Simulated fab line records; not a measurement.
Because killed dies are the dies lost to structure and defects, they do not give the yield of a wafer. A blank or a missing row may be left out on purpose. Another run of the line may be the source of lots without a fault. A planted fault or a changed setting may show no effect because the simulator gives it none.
The tool behind it: which one? | flow n5_finfet | 9 lots, 26 wafers sampled, at 4 steps of a route of 1938

WHAT EACH GAUGE READ, for each wafer
N5_BEOL_M9_OCD_MEAS_38.
lot  | measured     | on     | trench_depth_nm (nm)
L391 | day 9 22:03  | ocd-01 | 151.0 151.7 152.7
L395 | day 10 20:59 | ocd-01 | 149.6 155.3 149.5
L397 | day 11 21:31 | ocd-02 | 222.8 148.6 222.5
L399 | day 12 11:53 | ocd-01 | 154.1 144.8 153.4
L400 | day 12 18:54 | ocd-02 | 224.5 149.3
L410 | day 14 19:22 | ocd-02 | 151.7 147.9 149.2
L409 | day 16 09:17 | ocd-01 | 150.5 152.4 152.4
L414 | day 16 12:10 | ocd-01 | 151.6 142.8 143.1
L411 | day 16 13:14 | ocd-02 | 154.6 153.7 151.0

TOOL THAT RAN EACH LOT (tool first, then ch and the chambers of the sampled wafers, then the start)
lot  | N5_BEOL_M9_ETCH_62                 | N5_BEOL_M9_ETCH_65                 | N5_BEOL_M9_TRENCH_ETCH_37
L391 | rie_diel-05 ch 0,2, day 9 19:16    | rie_diel-06 ch 0,1,3, day 9 21:38  | rie_diel-06 ch 0,1,3, day 9 21:52
L395 | rie_diel-06 ch 0,1,3, day 10 19:11 | rie_diel-05 ch 2,3, day 10 20:35   | rie_diel-05 ch 2,3, day 10 20:49
L397 | rie_diel-03 ch 0,1,2, day 11 19:37 | rie_diel-05 ch 0,1,2, day 11 21:07 | rie_diel-05 ch 0,1,2, day 11 21:21
L399 | rie_diel-03 ch 0,2,3, day 12 06:37 | rie_diel-03 ch 0,1,2, day 12 11:28 | rie_diel-03 ch 0,1,2, day 12 11:42
L400 | rie_diel-03 ch 0,2, day 12 07:26   | rie_diel-05 ch 0,2, day 12 18:30   | rie_diel-05 ch 0,2, day 12 18:44
L410 | rie_diel-03 ch 1,3, day 14 12:11   | rie_diel-06 ch 0,1,3, day 14 18:57 | rie_diel-06 ch 0,1,3, day 14 19:11
L409 | rie_diel-03 ch 0,1,2, day 16 06:11 | rie_diel-05 ch 0,1, day 16 08:41   | rie_diel-05 ch 0,1, day 16 09:02
L414 | rie_diel-06 ch 1,2, day 16 10:20   | rie_diel-03 ch 1,3, day 16 11:45   | rie_diel-03 ch 1,3, day 16 11:59
L411 | rie_diel-06 ch 1,2,3, day 16 11:25 | rie_diel-05 ch 1,3, day 16 12:50   | rie_diel-05 ch 1,3, day 16 13:04
- N5_BEOL_M9_ETCH_62: etches SOC in N2/H2, target depth 110 nm, overetch 22 nm, time 165 s.
- N5_BEOL_M9_ETCH_65: etches SiARC in CF4, target depth 15.6 nm, time 26 s.
- N5_BEOL_M9_TRENCH_ETCH_37: etches SiCOH lowk in C4F6/O2, target depth 151.43 nm, time 49 s.

THE ANSWER, worked out from the rows above alone
Rule: usual is defined by the lots themselves. The widest of any qualifying gaps counts: lots, ordered by their means at a reading, are off when they make up no more than a third of the lots, leave a main group of 4 or more, and stand apart from it by 3 or more times the standard deviation of that group's means. The tables above print the reading to a certain number of digits; a main group whose means all agree to those digits is not used. A lot without any number at a reading at which 4 lots or more have one is off too. The other lots that the step has rows for count as sound.
Off, at N5_BEOL_M9_OCD_MEAS_38 on trench_depth_nm: L397, L400. Main group: mean 150.6 nm, sd 2.2.
A tool fits if, at a process step before that reading, it ran every lot that is off, and no sound lot after the first of them. The gauges at N5_BEOL_M9_OCD_MEAS_38 are tried like those tools. Not one of the candidates tried fits.

WHAT WAS PUT IN BY THE SIMULATOR
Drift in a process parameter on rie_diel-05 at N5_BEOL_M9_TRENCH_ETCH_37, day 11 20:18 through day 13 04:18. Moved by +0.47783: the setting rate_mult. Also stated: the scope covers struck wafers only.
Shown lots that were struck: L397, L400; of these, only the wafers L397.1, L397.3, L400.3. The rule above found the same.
